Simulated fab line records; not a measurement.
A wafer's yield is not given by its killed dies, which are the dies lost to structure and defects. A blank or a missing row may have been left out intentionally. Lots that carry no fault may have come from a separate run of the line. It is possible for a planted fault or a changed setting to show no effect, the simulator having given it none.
Split-lot trial :: flow n5-finfet :: on a route of 1938 steps: 7 lots, 21 wafers read

== THE SPLIT ==
At N5_BEOL_M4_DESCUM_16 (chemistry O2, time 7 s), the setting time-s was moved away from the recipe's 7 s on 10 of the 21 wafers read, by -10.5% to +21.3%. The other wafers ran this setting at the recipe's value.

No step appears in the file between the split and the reading.

== THE READING ==
CAR-EUV_of_BEOL_M4_COAT_05.thk-nm (the simulator's own value, which no gauge read), in nm, at N5_BEOL_M4_ETCH_74 (etches underlayer in N2/H2, target depth 6.5 nm, time 5.2 s). There is no usual value for it anywhere in the file. Across the 11 wafers here that went through the recipe, the average is 20.4 nm and the standard deviation 0.077 nm.

wafer: L076.1
tool, chamber at the split: rie-diel-03, 3
time-s as run, s: 7
against the recipe: recipe
CAR-EUV_of_BEOL_M4_COAT_05.thk-nm, nm: 20.4
against lot-mates on the recipe: -

wafer: L076.3
tool, chamber at the split: rie-diel-03, 2
time-s as run, s: 8.492
against the recipe: +21.3%
CAR-EUV_of_BEOL_M4_COAT_05.thk-nm, nm: 19.8
against lot-mates on the recipe: -0.6

wafer: L076.6
tool, chamber at the split: rie-diel-03, 2
time-s as run, s: 8.492
against the recipe: +21.3%
CAR-EUV_of_BEOL_M4_COAT_05.thk-nm, nm: 19.8
against lot-mates on the recipe: -0.6

wafer: L075.1
tool, chamber at the split: rie-diel-03, 2
time-s as run, s: 7
against the recipe: recipe
CAR-EUV_of_BEOL_M4_COAT_05.thk-nm, nm: 20.4
against lot-mates on the recipe: -

wafer: L075.2
tool, chamber at the split: rie-diel-03, 0,1
time-s as run, s: 7.482
against the recipe: +6.9%
CAR-EUV_of_BEOL_M4_COAT_05.thk-nm, nm: 20
against lot-mates on the recipe: -0.4

wafer: L075.3
tool, chamber at the split: rie-diel-03, 0,1
time-s as run, s: 7.482
against the recipe: +6.9%
CAR-EUV_of_BEOL_M4_COAT_05.thk-nm, nm: 20
against lot-mates on the recipe: -0.4

wafer: L080.1
tool, chamber at the split: rie-diel-03, 0,1
time-s as run, s: 6.408
against the recipe: -8.5%
CAR-EUV_of_BEOL_M4_COAT_05.thk-nm, nm: 20.8
against lot-mates on the recipe: +0.4

wafer: L080.2
tool, chamber at the split: rie-diel-03, 0,1
time-s as run, s: 6.408
against the recipe: -8.5%
CAR-EUV_of_BEOL_M4_COAT_05.thk-nm, nm: 20.6
against lot-mates on the recipe: +0.2

wafer: L080.4
tool, chamber at the split: rie-diel-03, 3
time-s as run, s: 7
against the recipe: recipe
CAR-EUV_of_BEOL_M4_COAT_05.thk-nm, nm: 20.4
against lot-mates on the recipe: -

wafer: L082.1
tool, chamber at the split: rie-diel-03, 2,1
time-s as run, s: 7.451
against the recipe: +6.4%
CAR-EUV_of_BEOL_M4_COAT_05.thk-nm, nm: 20.2
against lot-mates on the recipe: +0.0

wafer: L082.3
tool, chamber at the split: rie-diel-03, 1
time-s as run, s: 7
against the recipe: recipe
CAR-EUV_of_BEOL_M4_COAT_05.thk-nm, nm: 20.2
against lot-mates on the recipe: -

wafer: L082.5
tool, chamber at the split: rie-diel-03, 2,1
time-s as run, s: 7.451
against the recipe: +6.4%
CAR-EUV_of_BEOL_M4_COAT_05.thk-nm, nm: 20.2
against lot-mates on the recipe: +0.0

wafer: L088.3
tool, chamber at the split: rie-diel-04, 2
time-s as run, s: 8.293
against the recipe: +18.5%
CAR-EUV_of_BEOL_M4_COAT_05.thk-nm, nm: 19.8
against lot-mates on the recipe: -0.6

wafer: L088.4
tool, chamber at the split: rie-diel-04, 0
time-s as run, s: 7
against the recipe: recipe
CAR-EUV_of_BEOL_M4_COAT_05.thk-nm, nm: 20.4
against lot-mates on the recipe: -

wafer: L088.6
tool, chamber at the split: rie-diel-04, 1
time-s as run, s: 7
against the recipe: recipe
CAR-EUV_of_BEOL_M4_COAT_05.thk-nm, nm: 20.4
against lot-mates on the recipe: -

wafer: L094.2
tool, chamber at the split: rie-diel-03, 2,1,2
time-s as run, s: 7
against the recipe: recipe
CAR-EUV_of_BEOL_M4_COAT_05.thk-nm, nm: 20.4
against lot-mates on the recipe: -

wafer: L094.4
tool, chamber at the split: rie-diel-03, 2,1,2
time-s as run, s: 7
against the recipe: recipe
CAR-EUV_of_BEOL_M4_COAT_05.thk-nm, nm: 20.4
against lot-mates on the recipe: -

wafer: L094.6
tool, chamber at the split: rie-diel-03, 2,1,2
time-s as run, s: 7
against the recipe: recipe
CAR-EUV_of_BEOL_M4_COAT_05.thk-nm, nm: 20.4
against lot-mates on the recipe: -

wafer: L096.2
tool, chamber at the split: rie-diel-03, 2
time-s as run, s: 6.266
against the recipe: -10.5%
CAR-EUV_of_BEOL_M4_COAT_05.thk-nm, nm: 20.8
against lot-mates on the recipe: +0.5

wafer: L096.4
tool, chamber at the split: rie-diel-03, 2,0
time-s as run, s: 7
against the recipe: recipe
CAR-EUV_of_BEOL_M4_COAT_05.thk-nm, nm: 20.2
against lot-mates on the recipe: -

wafer: L096.6
tool, chamber at the split: rie-diel-03, 2,0
time-s as run, s: 7
against the recipe: recipe
CAR-EUV_of_BEOL_M4_COAT_05.thk-nm, nm: 20.4
against lot-mates on the recipe: -
The file does not say which wafer passed through which chamber wherever a row lists several chambers: such a row stands for several wafers.

FIT RESULTS
A straight line over all 21 wafers: CAR-EUV_of_BEOL_M4_COAT_05.thk-nm changes by -0.0313 nm for each +1% of time-s; r = -0.95; the points scatter about the line by 0.095 nm.
The same after taking each lot's own level away (the mean of its wafers on the recipe; 21 wafers): -0.032 nm for each +1%; r = -0.93; scatter 0.11 nm.
Per that fit: largest time-s move, reading shift of 0.68 nm.
Across the lots, their own levels run from 20.20 to 20.40 nm, a range of 2.6 times the standard deviation given above.
So the lot-to-lot level changes the slope little: the two slopes agree.
Check: with one of the wafers moved furthest among these (+21.3%) left out of the fit, the line predicts -0.684 nm for it against its lot-mates. It came out at -0.6 nm against them.

== THE WHOLE CHAIN: every reading that the file lists as answering this split, in the file's order ==
step: N5_BEOL_M4_DESCUM_16
what it does: chemistry O2, time 7 s
reading: CAR-EUV_of_BEOL_M4_COAT_05.thk-nm (the simulator's own value, which no gauge read)
change (the file's fit): -0.0283 nm for each +1% of the setting
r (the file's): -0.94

step: N5_BEOL_M4_ETCH_74
what it does: etches underlayer in N2/H2, target depth 6.5 nm, time 5.2 s
reading: CAR-EUV_of_BEOL_M4_COAT_05.thk-nm (the simulator's own value, which no gauge read)
change (the file's fit): -0.0323 nm for each +1% of the setting
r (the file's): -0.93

== THE FILE'S OWN FIT ==
CAR-EUV_of_BEOL_M4_COAT_05.thk-nm changes by -0.0323 nm for each +1% of time-s, r = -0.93.
